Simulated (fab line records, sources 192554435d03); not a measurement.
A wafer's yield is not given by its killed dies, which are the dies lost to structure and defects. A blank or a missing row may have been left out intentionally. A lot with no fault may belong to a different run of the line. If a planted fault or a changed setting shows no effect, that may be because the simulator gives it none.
Chamber matching    flow n5Finfet    pecvd-02 running N5_BEOL_M9_PECVD_70: 3 sister chambers
The step deposits SiO2 from TEOS/O2, target thk 20 nm, time 22.7 s. 3 wafers are shown with their chamber, then 8 later ones without.

## WAFERS PAIRED WITH THEIR CHAMBERS
wafer   chamber  throttleValvePct (%)
L085.2  1        22.6
L085.6  2        21.8
L087.1  0        24.4

## WAFERS WITH NO CHAMBER GIVEN
wafer   throttleValvePct (%)
L087.2  21.9
L087.3  22.4
L093.1  24.5
L093.2  22.0
L093.3  22.7
L095.1  22.5
L095.3  21.8
L095.6  22.0

## WHICH CHAMBER EACH ONE RAN IN
wafer   from the rows above  in truth
L087.2  2                    2
L087.3  1                    1
L093.1  0                    0
L093.2  2                    2
L093.3  1                    1
L095.1  1                    1
L095.3  2                    2
L095.6  2                    2
8 of 8 placed correctly. From these rows, 0 cannot be placed. Placed wrongly: 0.
How it was worked out, from the rows above alone: a wafer's distance from a chamber is the root of the sum, over the readings, of the square of ((its reading less the chamber's mean) divided by the reading's scatter). The wafer belongs to the nearest chamber; if the next one is less than 2 further off, it can't be placed. The mean given for a chamber averages the wafers shown for that chamber. The scatter: root of mean squared gap, hidden wafer to nearest shown wafer, with one shown wafer a chamber.
